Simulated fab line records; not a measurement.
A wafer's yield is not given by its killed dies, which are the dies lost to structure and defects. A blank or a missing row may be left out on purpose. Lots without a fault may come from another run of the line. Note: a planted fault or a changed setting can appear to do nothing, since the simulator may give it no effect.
Which tool was responsible? + flow n5_finfet + 9 lots, 25 wafers sampled, at 5 steps of a route of 1938

== WHAT EACH GAUGE READ, for each wafer ==
N5_BEOL_M0_SAQP_CD_MEAS_29: the cd target is 14.4 nm. Usual: cd_nm at 15.04 nm, with a standard deviation of 0.23.
| lot  | measured     | on        | cd_nm (nm)        | flag |
|------|--------------|-----------|-------------------|------|
| L843 | day 6 00:40  | cd_sem-01 | 15.13 14.96 15.18 |      |
| L848 | day 7 18:18  | cd_sem-02 | 14.60 15.26 15.06 |      |
| L852 | day 8 07:12  | cd_sem-02 | 14.92 15.01       |      |
| L853 | day 8 15:36  | cd_sem-01 | 15.23 14.99       |      |
| L858 | day 9 18:09  | cd_sem-02 | 15.53 15.18 15.09 |      |
| L859 | day 10 05:26 | cd_sem-03 | 15.49 14.75 15.28 |      |
| L860 | day 10 08:53 | cd_sem-03 | 15.17 14.95 14.79 |      |
| L862 | day 10 23:29 | cd_sem-01 | 14.98 15.00 14.87 |      |
| L864 | day 11 13:31 | cd_sem-02 | 15.08 15.03 15.18 |      |

N5_BEOL_M0_CUTY_CD_MEAS_57: the cd target is 200 nm. Usual: cd_nm at 200.4 nm, with a standard deviation of 1.1.
| lot  | measured     | on        | cd_nm (nm)        | flag |
|------|--------------|-----------|-------------------|------|
| L843 | day 6 02:31  | cd_sem-01 | 199.6 199.3 199.8 |      |
| L848 | day 7 20:26  | cd_sem-03 | 202.0 201.9 201.4 |      |
| L852 | day 8 09:16  | cd_sem-02 | 200.5 200.9       |      |
| L853 | day 8 17:20  | cd_sem-01 | 201.3 200.8       |      |
| L858 | day 9 19:53  | cd_sem-02 | 201.1 200.9 199.8 |      |
| L859 | day 10 07:13 | cd_sem-01 | 199.6 200.7 199.5 |      |
| L860 | day 10 10:32 | cd_sem-02 | 200.1 201.1 199.5 |      |
| L862 | day 11 01:55 | cd_sem-01 | 200.6 200.1 202.2 |      |
| L864 | day 11 15:26 | cd_sem-03 | 199.8 198.6 199.3 |      |

N5_BEOL_M4_RC_MEAS_101. Usual: DIBL_N 37.1 mV/V, standard deviation 2.6; DIBL_P 38 mV/V, standard deviation 3; IOFF_N 0.18 nA/um, standard deviation 0.052; IOFF_P 0.25 nA/um, standard deviation 0.06; ION_N 678 uA/um, standard deviation 15; ION_P 467 uA/um, standard deviation 8.6; SS_N 71.7 mV/dec, standard deviation 0.73; SS_P 73.7 mV/dec, standard deviation 0.89; VT_N 249 mV, standard deviation 4.3; VT_P -248 mV, standard deviation 3.8.
| lot  | measured     | on        | DIBL_N (mV/V)  | DIBL_P (mV/V) | IOFF_N (nA/um) | IOFF_P (nA/um) | ION_N (uA/um) | ION_P (uA/um) | SS_N (mV/dec)  | SS_P (mV/dec)  | VT_N (mV)   | VT_P (mV)      | flag |
|------|--------------|-----------|----------------|---------------|----------------|----------------|---------------|---------------|----------------|----------------|-------------|----------------|------|
| L843 | day 11 05:18 | prober-02 | 36.0 36.3 36.3 | 34 36 35      | 0.14 0.17 0.15 | 0.20 0.24 0.24 | 676 692 691   | 465 472 474   | 71.2 71.6 71.2 | 72.9 73.4 72.7 | 248 244 249 | -250 -246 -248 |      |
| L848 | day 12 01:53 | prober-02 | 37.1 38.0 34.7 | 39 41 37      | 0.18 0.21 0.14 | 0.24 0.29 0.21 | 674 686 667   | 463 476 463   | 72.0 71.8 70.5 | 74.2 74.3 73.3 | 250 249 252 | -248 -247 -247 |      |
| L852 | day 13 06:21 | prober-02 | 36.6 36.7      | 37 37         | 0.17 0.16      | 0.21 0.21      | 681 671       | 462 460       | 72.2 71.5      | 73.4 73.6      | 250 250     | -248 -251      |      |
| L853 | day 13 12:31 | prober-02 | 36.7 35.2      | 38 37         | 0.18 0.16      | 0.25 0.24      | 675 693       | 469 476       | 71.2 70.9      | 73.2 74.2      | 246 249     | -249 -247      |      |
| L858 | day 14 14:53 | prober-02 | 36.8 37.6 42.1 | 38 39 43      | 0.15 0.18 0.30 | 0.25 0.29 0.40 | 675 680 712   | 469 478 482   | 71.2 71.5 72.6 | 73.1 73.6 75.5 | 253 247 241 | -245 -245 -240 |      |
| L859 | day 15 15:47 | prober-01 | 32.3 36.0 32.8 | 34 38 34      | 0.11 0.17 0.12 | 0.17 0.25 0.18 | 661 662 671   | 452 461 469   | 70.5 72.2 70.6 | 71.0 74.0 71.9 | 253 247 254 | -252 -248 -252 |      |
| L860 | day 15 12:39 | prober-01 | 35.4 36.7 35.1 | 38 39 38      | 0.15 0.18 0.15 | 0.20 0.22 0.21 | 669 688 669   | 457 465 460   | 71.1 71.8 71.3 | 73.4 73.7 73.4 | 253 246 251 | -252 -252 -251 |      |
| L862 | day 17 18:43 | prober-01 | 43.7 38.2 37.7 | 45 38 37      | 0.34 0.18 0.17 | 0.39 0.24 0.23 | 692 696 677   | 472 478 467   | 73.6 71.0 71.5 | 75.9 73.4 74.3 | 243 249 250 | -243 -248 -248 |      |
| L864 | day 16 15:21 | prober-02 | 39.7 40.2 38.0 | 42 42 39      | 0.26 0.25 0.22 | 0.32 0.33 0.26 | 694 682 681   | 474 475 466   | 72.8 72.6 72.4 | 75.2 74.5 74.2 | 241 246 245 | -245 -245 -246 |      |

== EACH LOT AND THE TOOL THAT RAN IT (in order: tool; ch and the chambers of the sampled wafers; start) ==
| lot  | N5_BEOL_M0_CUTY_ETCH_62            | N5_BEOL_M0_STRIP_142               |
|------|------------------------------------|------------------------------------|
| L843 | rie_diel-01 ch 0,1, day 6 02:39    | rie_diel-04 ch 0,2, day 6 04:46    |
| L848 | rie_diel-01 ch 0,1, day 7 20:34    | rie_diel-05 ch 0,1,3, day 8 01:17  |
| L852 | rie_diel-01 ch 1,2, day 8 09:31    | rie_diel-01 ch 1,2, day 8 11:34    |
| L853 | rie_diel-01 ch 0,2, day 8 17:27    | rie_diel-01 ch 1,2, day 8 18:26    |
| L858 | rie_diel-05 ch 1,2,3, day 9 20:01  | rie_diel-05 ch 0,1,2, day 9 21:19  |
| L859 | rie_diel-04 ch 0,1,3, day 10 07:22 | rie_diel-04 ch 2,3, day 10 11:16   |
| L860 | rie_diel-04 ch 0,1,2, day 10 10:57 | rie_diel-01 ch 1,2, day 10 14:51   |
| L862 | rie_diel-04 ch 1,2,3, day 11 02:02 | rie_diel-04 ch 0,3, day 11 05:22   |
| L864 | rie_diel-01 ch 1,3, day 11 15:36   | rie_diel-05 ch 0,1,3, day 11 17:11 |
- N5_BEOL_M0_CUTY_ETCH_62: etches SiARC in CF4, time 58.5 s.
- N5_BEOL_M0_STRIP_142: strips in N2/H2, time 10 s.

== WHAT THE TOOLS THEMSELVES READ (means of the sampled wafers that have a number; where no wafer has one, the mark that the record gives instead) ==
N5_BEOL_M0_CUTY_ETCH_62. Usual: cf4_flow_sccm 100.0 sccm, standard deviation 0.32; drypump_motor_current_A 5.6 A, standard deviation 0.5; etch_rf_on_time_s 59.0 s, standard deviation 1.5; mfc_ar_sccm 100.00 sccm, standard deviation 0.29; oes_product_au 0.66 a.u., standard deviation 0.069; rf_vpp_V 184.0 V, standard deviation 1.1; showerhead_plenum_p_Torr 2.14 Torr, standard deviation 0.049; throttle_valve_pct 15.47 %, standard deviation 0.16.
| lot  | tool        | cf4_flow_sccm (sccm) | drypump_motor_current_A (A) | etch_rf_on_time_s (s) | mfc_ar_sccm (sccm) | oes_product_au (a.u.) | rf_vpp_V (V) | showerhead_plenum_p_Torr (Torr) | throttle_valve_pct (%) | flag |
|------|-------------|----------------------|-----------------------------|-----------------------|--------------------|-----------------------|--------------|---------------------------------|------------------------|------|
| L843 | rie_diel-01 | 99.8                 | 5.4                         | 59.4                  | 99.89              | 0.63                  | 184.7        | 2.17                            | 15.60                  |      |
| L848 | rie_diel-01 | 99.8                 | 5.2                         | 59.3                  | 100.23             | 0.63                  | 184.5        | 2.19                            | 15.55                  |      |
| L852 | rie_diel-01 | 100.1                | 5.2                         | 71.6                  | 100.09             | 0.56                  | 183.8        | 2.13                            | 15.52                  | OFF  |
| L853 | rie_diel-01 | 99.8                 | 5.3                         | 72.7                  | 99.77              | 0.55                  | 183.6        | 2.09                            | 15.63                  | OFF  |
| L858 | rie_diel-05 | 99.9                 | 5.6                         | 59.4                  | 99.93              | 0.71                  | 184.4        | 2.13                            | 15.33                  |      |
| L859 | rie_diel-04 | 100.0                | 6.2                         | 58.6                  | 99.91              | 0.64                  | 184.5        | 2.16                            | 15.58                  |      |
| L860 | rie_diel-04 | 100.0                | 5.6                         | 60.1                  | 100.02             | 0.64                  | 184.5        | 2.14                            | 15.49                  |      |
| L862 | rie_diel-04 | 99.9                 | 5.9                         | 59.5                  | 99.96              | 0.65                  | 184.5        | 2.16                            | 15.44                  |      |
| L864 | rie_diel-01 | 100.2                | 5.2                         | 58.4                  | 100.23             | 0.65                  | 184.4        | 2.16                            | 15.48                  |      |

N5_BEOL_M0_STRIP_142. Usual: drypump_motor_current_A 5.6 A, standard deviation 0.53; oes_product_au 0.78 a.u., standard deviation 0.081; rf_vpp_V 59.1 V, standard deviation 0.73; showerhead_plenum_p_Torr 2.54 Torr, standard deviation 0.074; throttle_valve_pct 23.37 %, standard deviation 0.3.
| lot  | tool        | drypump_motor_current_A (A) | oes_product_au (a.u.) | rf_vpp_V (V) | showerhead_plenum_p_Torr (Torr) | throttle_valve_pct (%) | flag |
|------|-------------|-----------------------------|-----------------------|--------------|---------------------------------|------------------------|------|
| L843 | rie_diel-04 | 5.2                         | 0.74                  | 59.0         | 2.53                            | 23.13                  |      |
| L848 | rie_diel-05 | 5.6                         | 0.88                  | 59.5         | 2.51                            | 23.30                  |      |
| L852 | rie_diel-01 | 5.2                         | 0.71                  | 59.6         | 2.54                            | 23.55                  |      |
| L853 | rie_diel-01 | 5.2                         | 0.71                  | 59.2         | 2.54                            | 23.56                  |      |
| L858 | rie_diel-05 | 5.7                         | 0.82                  | 59.3         | 2.52                            | 23.21                  |      |
| L859 | rie_diel-04 | 5.5                         | 0.73                  | 59.3         | 2.56                            | 23.21                  |      |
| L860 | rie_diel-01 | 5.2                         | 0.69                  | 59.0         | 2.49                            | 23.44                  |      |
| L862 | rie_diel-04 | 6.3                         | 0.68                  | 59.7         | 2.56                            | 23.19                  |      |
| L864 | rie_diel-05 | 5.6                         | 0.85                  | 59.8         | 2.50                            | 23.33                  |      |

== THE ANSWER, worked out from the rows above alone ==
Rule: a lot is off if the mean of its wafers that have a number lies more than 3 standard deviations from the usual mean. A lot without any number at a reading at which 4 lots or more have one is off too. Any other lot the step has rows for is counted as sound. First the gauges in route order, then the tools' own readings, where a lot's mean is used as printed above. At the first step where some lot is off, the reading lying furthest off is the one used; lots without a number count as furthest.
Off at N5_BEOL_M0_CUTY_ETCH_62 (etch_rf_on_time_s): L852, L853.
A tool fits if, at that step or a process step before it, it ran every lot that is off, and no sound lot after the first of them. Of those tried, none fits.

== WHAT WAS PUT IN BY THE SIMULATOR ==
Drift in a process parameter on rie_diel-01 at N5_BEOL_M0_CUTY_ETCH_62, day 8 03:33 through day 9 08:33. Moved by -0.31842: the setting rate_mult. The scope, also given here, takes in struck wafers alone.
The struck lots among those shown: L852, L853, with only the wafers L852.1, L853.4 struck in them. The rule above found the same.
